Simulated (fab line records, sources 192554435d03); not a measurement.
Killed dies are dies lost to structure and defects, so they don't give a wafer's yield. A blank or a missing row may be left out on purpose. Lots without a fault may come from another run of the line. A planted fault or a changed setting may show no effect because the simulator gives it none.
Which tool did it? | flow n5_finfet | 24 lots, 72 wafers sampled, at 4 steps of a route of 1938

WHAT THE GAUGES READ, wafer by wafer
N5_FIN_SAQP_THK_MEAS_05.
lot  | measured    | on            | thk_nm (nm)
L074 | day 1 21:37 | film_metro-02 | 37.9 38.4 38.3
L075 | day 2 03:14 | film_metro-01 | 37.5 37.4 37.6
L076 | day 2 09:56 | film_metro-01 | 38.0 38.2 38.2
L077 | day 2 16:07 | film_metro-01 | 37.9 38.0 38.0
L078 | day 2 20:41 | film_metro-01 | 37.6 37.5 38.0
L079 | day 3 02:57 | film_metro-01 | 37.8 38.3 38.2
L080 | day 3 09:14 | film_metro-01 | 37.5 37.9 38.2
L081 | day 3 15:00 | film_metro-01 | 37.5 37.7 38.1
L082 | day 3 21:01 | film_metro-01 | 37.8 38.7 38.5
L083 | day 4 03:21 | film_metro-01 | 37.9 38.6 38.5
L084 | day 4 10:04 | film_metro-02 | 38.4 38.6 38.8
L085 | day 4 17:37 | film_metro-02 | 37.2 37.9 38.0
L086 | day 4 21:39 | film_metro-01 | 37.9 38.0 38.2
L087 | day 5 03:00 | film_metro-01 | 38.3 38.5 38.3
L088 | day 5 09:21 | film_metro-01 | 37.9 37.4 38.1
L089 | day 5 16:02 | film_metro-02 | 37.8 38.8 39.4
L090 | day 5 21:20 | film_metro-01 | 38.5 38.8 38.9
L091 | day 6 04:21 | film_metro-01 | 37.7 38.7 38.3
L092 | day 6 09:00 | film_metro-02 | 38.6 38.1 38.0
L093 | day 6 14:49 | film_metro-02 | 38.2 37.8 38.8
L094 | day 6 20:55 | film_metro-02 | 38.3 38.7 38.9
L095 | day 7 04:00 | film_metro-02 | 38.1 37.9 38.6
L096 | day 7 10:14 | film_metro-01 | 37.9 38.5 39.0
L097 | day 7 14:52 | film_metro-02 | 37.9 37.9 38.4

N5_FIN_SAQP_CD_MEAS_31: target cd 8 nm.
lot  | measured    | on        | cd_nm (nm)
L074 | day 2 04:40 | cd_sem-01 | 8.04 8.02 8.19
L075 | day 2 07:37 | cd_sem-02 | 8.10 7.96 8.07
L076 | day 2 14:09 | cd_sem-02 | 8.38 8.11 8.05
L077 | day 2 20:48 | cd_sem-02 | 8.37 7.87 8.56
L078 | day 3 01:56 | cd_sem-01 | 7.89 7.91 7.72
L079 | day 3 08:19 | cd_sem-02 | 8.09 8.41 8.04
L080 | day 3 14:22 | cd_sem-02 | 8.22 8.04 7.69
L081 | day 3 20:05 | cd_sem-01 | 8.40 8.25 8.16
L082 | day 4 02:07 | cd_sem-02 | 8.10 8.09 8.07
L083 | day 4 08:43 | cd_sem-01 | 7.94 7.81 8.07
L084 | day 4 17:16 | cd_sem-02 | 8.35 7.82 8.10
L085 | day 4 23:52 | cd_sem-01 | 8.25 8.19 8.02
L086 | day 5 02:28 | cd_sem-02 | 8.22 8.03 7.90
L087 | day 5 07:38 | cd_sem-02 | 7.91 8.40 8.23
L088 | day 5 13:43 | cd_sem-02 | 8.26 7.87 7.91
L089 | day 5 21:07 | cd_sem-02 | 7.74 8.20 8.24
L090 | day 6 01:59 | cd_sem-03 | 7.86 7.55 8.03
L091 | day 6 08:49 | cd_sem-02 | 7.90 7.98 8.33
L092 | day 6 13:38 | cd_sem-01 | 8.54 8.27 8.24
L093 | day 6 19:29 | cd_sem-01 | 8.12 8.19 7.62
L094 | day 7 03:26 | cd_sem-03 | 8.08 8.03 8.28
L095 | day 7 09:53 | cd_sem-01 | 7.73 8.56 8.15
L096 | day 7 14:35 | cd_sem-03 | 8.30 8.13 8.03
L097 | day 7 19:39 | cd_sem-03 | 8.38 8.19 8.26

WHICH TOOL RAN EACH LOT (tool, then ch and the chambers of the sampled wafers, then the start)
lot  | N5_PMOS_HMC_CHANNEL_EPI_ETCH_38 | N5_FIN_SAQP_ETCH_67
L074 | rie_si-01 ch 0,3, day 1 17:55   | rie_diel-01 ch 0,1, day 2 03:03
L075 | rie_si-02 ch 0,1,2, day 1 23:54 | rie_diel-01 ch 1,2,3, day 2 06:50
L076 | rie_si-02 ch 0,1,3, day 2 06:26 | rie_diel-01 ch 0,1,2, day 2 13:23
L077 | rie_si-02 ch 0,2,3, day 2 12:42 | rie_diel-03 ch 2,3, day 2 19:56
L078 | rie_si-02 ch 0,1, day 2 17:43   | rie_diel-03 ch 2,3, day 3 00:58
L079 | rie_si-01 ch 0,1, day 2 23:54   | rie_diel-01 ch 0,1, day 3 07:32
L080 | rie_si-02 ch 0,1,2, day 3 05:40 | rie_diel-03 ch 1,3, day 3 13:32
L081 | rie_si-02 ch 2,3, day 3 12:04   | rie_diel-01 ch 0,2, day 3 19:07
L082 | rie_si-01 ch 0,1,2, day 3 18:05 | rie_diel-02 ch 1,2, day 4 00:56
L083 | rie_si-02 ch 0,1,2, day 4 00:04 | rie_diel-01 ch 2,3, day 4 07:41
L084 | rie_si-04 ch 0,2,3, day 4 07:00 | rie_diel-01 ch 0,2,3, day 4 14:50
L085 | rie_si-02 ch 0,3, day 4 12:42   | rie_diel-02 ch 0,1,3, day 4 22:14
L086 | rie_si-01 ch 0,1,2, day 4 18:19 | rie_diel-03 ch 1,2,3, day 5 01:40
L087 | rie_si-04 ch 2,3, day 4 23:48   | rie_diel-02 ch 0,1,2, day 5 06:52
L088 | rie_si-01 ch 0,1,3, day 5 06:25 | rie_diel-01 ch 0,1,2, day 5 12:56
L089 | rie_si-02 ch 1,2,3, day 5 12:01 | rie_diel-01 ch 0,1, day 5 19:59
L090 | rie_si-01 ch 1,3, day 5 18:07   | rie_diel-02 ch 0,1, day 6 01:07
L091 | rie_si-01 ch 1,3, day 6 00:44   | rie_diel-01 ch 0,3, day 6 08:03
L092 | rie_si-01 ch 0,1,3, day 6 06:03 | rie_diel-02 ch 1,2, day 6 12:34
L093 | rie_si-02 ch 0,2,3, day 6 11:53 | rie_diel-02 ch 0,1,2, day 6 18:24
L094 | rie_si-01 ch 0,3, day 6 17:58   | rie_diel-01 ch 1,3, day 7 02:05
L095 | rie_si-01 ch 1,3, day 7 01:04   | rie_diel-02 ch 1,2, day 7 08:20
L096 | rie_si-04 ch 0,2,3, day 7 06:17 | rie_diel-01 ch 2,3, day 7 13:49
L097 | rie_si-04 ch 1,2,3, day 7 11:44 | rie_diel-03 ch 0,1,3, day 7 18:41
- N5_PMOS_HMC_CHANNEL_EPI_ETCH_38: etches SiO2 in CF4, target depth 1.5 nm.
- N5_FIN_SAQP_ETCH_67: etches SiNx in CH3F/O2, target depth 30 nm.

WHAT THE TOOLS THEMSELVES READ (means of the sampled wafers that have a number; where no wafer has one, the mark that the record gives instead)
N5_PMOS_HMC_CHANNEL_EPI_ETCH_38.
lot  | tool      | drypump_motor_current_A (A) | he_backside_leak_sccm (sccm) | oes_product_au (a.u.) | throttle_valve_pct (%)
L074 | rie_si-01 | 6.0                         | 2.5                          | 0.996                 | 21.75
L075 | rie_si-02 | 5.8                         | 2.9                          | 1.003                 | 21.88
L076 | rie_si-02 | 6.1                         | 3.0                          | 0.998                 | 21.73
L077 | rie_si-02 | 5.8                         | 3.0                          | 1.011                 | 21.74
L078 | rie_si-02 | 6.1                         | 2.9                          | 0.991                 | 21.86
L079 | rie_si-01 | 5.8                         | 2.7                          | 0.983                 | 21.86
L080 | rie_si-02 | 5.8                         | 2.8                          | 1.000                 | 21.88
L081 | rie_si-02 | 5.5                         | 3.0                          | 1.018                 | 21.75
L082 | rie_si-01 | 5.3                         | 2.7                          | 0.986                 | 21.79
L083 | rie_si-02 | 5.8                         | 2.9                          | 0.990                 | 21.88
L084 | rie_si-04 | 6.0                         | 2.7                          | 1.018                 | 21.61
L085 | rie_si-02 | 6.2                         | 3.0                          | 0.996                 | 21.72
L086 | rie_si-01 | 5.3                         | 2.7                          | 0.994                 | 21.79
L087 | rie_si-04 | 6.1                         | 2.6                          | 1.022                 | 21.76
L088 | rie_si-01 | 5.8                         | 2.7                          | 0.997                 | 21.84
L089 | rie_si-02 | 5.7                         | 3.0                          | 1.009                 | 21.75
L090 | rie_si-01 | 5.5                         | 2.6                          | 1.018                 | 21.89
L091 | rie_si-01 | 5.5                         | 2.7                          | 1.024                 | 21.88
L092 | rie_si-01 | 5.7                         | 2.7                          | 0.991                 | 21.83
L093 | rie_si-02 | 5.8                         | 3.0                          | 1.006                 | 21.74
L094 | rie_si-01 | 6.0                         | 2.6                          | 0.981                 | 21.78
L095 | rie_si-01 | 5.7                         | 2.5                          | 1.013                 | 21.80
L096 | rie_si-04 | 6.0                         | 2.6                          | 1.017                 | 21.62
L097 | rie_si-04 | 5.9                         | 2.5                          | 1.010                 | 21.76

N5_FIN_SAQP_ETCH_67.
lot  | tool        | drypump_motor_current_A (A) | oes_product_au (a.u.) | rf_vpp_V (V) | showerhead_plenum_p_Torr (Torr) | throttle_valve_pct (%)
L074 | rie_diel-01 | 6.0                         | 0.69                  | 293          | 2.00                            | 16.40
L075 | rie_diel-01 | 5.9                         | 0.71                  | 293          | 1.96                            | 16.29
L076 | rie_diel-01 | 5.9                         | 0.73                  | 293          | 2.02                            | 16.23
L077 | rie_diel-03 | 6.3                         | 0.74                  | 297          | 1.96                            | 16.50
L078 | rie_diel-03 | 6.4                         | 0.75                  | 298          | 1.94                            | 16.38
L079 | rie_diel-01 | 6.0                         | 0.68                  | 293          | 2.00                            | 16.41
L080 | rie_diel-03 | 6.0                         | 0.74                  | 297          | 2.05                            | 16.39
L081 | rie_diel-01 | 5.8                         | 0.77                  | 291          | 2.03                            | 16.08
L082 | rie_diel-02 | 5.3                         | 0.69                  | 295          | 2.01                            | 16.67
L083 | rie_diel-01 | 5.8                         | 0.84                  | 295          | 2.05                            | 16.01
L084 | rie_diel-01 | 6.0                         | 0.81                  | 295          | 2.07                            | 16.07
L085 | rie_diel-02 | 5.4                         | 0.79                  | 298          | 1.99                            | 16.18
L086 | rie_diel-03 | 6.2                         | 0.73                  | 299          | 1.99                            | 16.40
L087 | rie_diel-02 | 5.3                         | 0.74                  | 296          | 1.99                            | 16.37
L088 | rie_diel-01 | 5.9                         | 0.80                  | 292          | 2.01                            | 16.12
L089 | rie_diel-01 | 6.0                         | 0.86                  | 294          | 1.99                            | 16.13
L090 | rie_diel-02 | 5.0                         | 0.75                  | 296          | 1.94                            | 16.17
L091 | rie_diel-01 | 6.2                         | 0.75                  | 296          | 2.08                            | 16.17
L092 | rie_diel-02 | 5.3                         | 0.90                  | 294          | 2.00                            | 16.39
L093 | rie_diel-02 | 5.3                         | 0.84                  | 296          | 1.99                            | 16.24
L094 | rie_diel-01 | 6.1                         | 0.89                  | 298          | 2.06                            | 16.03
L095 | rie_diel-02 | 5.1                         | 0.79                  | 295          | 1.95                            | 16.36
L096 | rie_diel-01 | 5.7                         | 0.80                  | 294          | 2.04                            | 16.07
L097 | rie_diel-03 | 6.1                         | 0.70                  | 297          | 2.00                            | 16.43

THE ANSWER, worked out from the rows above alone
Rule: what is usual is taken from the lots themselves. Put in order of their means at a reading, lots are off if they are a third of the lots or fewer, leave a main group of 4 or more, and stand apart from it by a gap of 3 or more times the standard deviation of the main group's means; of several such gaps the widest counts. A main group whose means are all the same, to the digits that the tables above print for the reading, isn't used. A lot without any number at a reading at which 4 lots or more have one is off too. The other lots that the step has rows for count as sound. The gauges are gone through in route order, then the tools' own readings, and for those a lot's mean is taken as printed above. The first step at which some lot is off is used, and at that step the reading that is off furthest; a lot without a number counts as furthest.
No lot is off at any reading shown: from this, nothing can be told.

WHAT THE SIMULATOR HAD PUT IN
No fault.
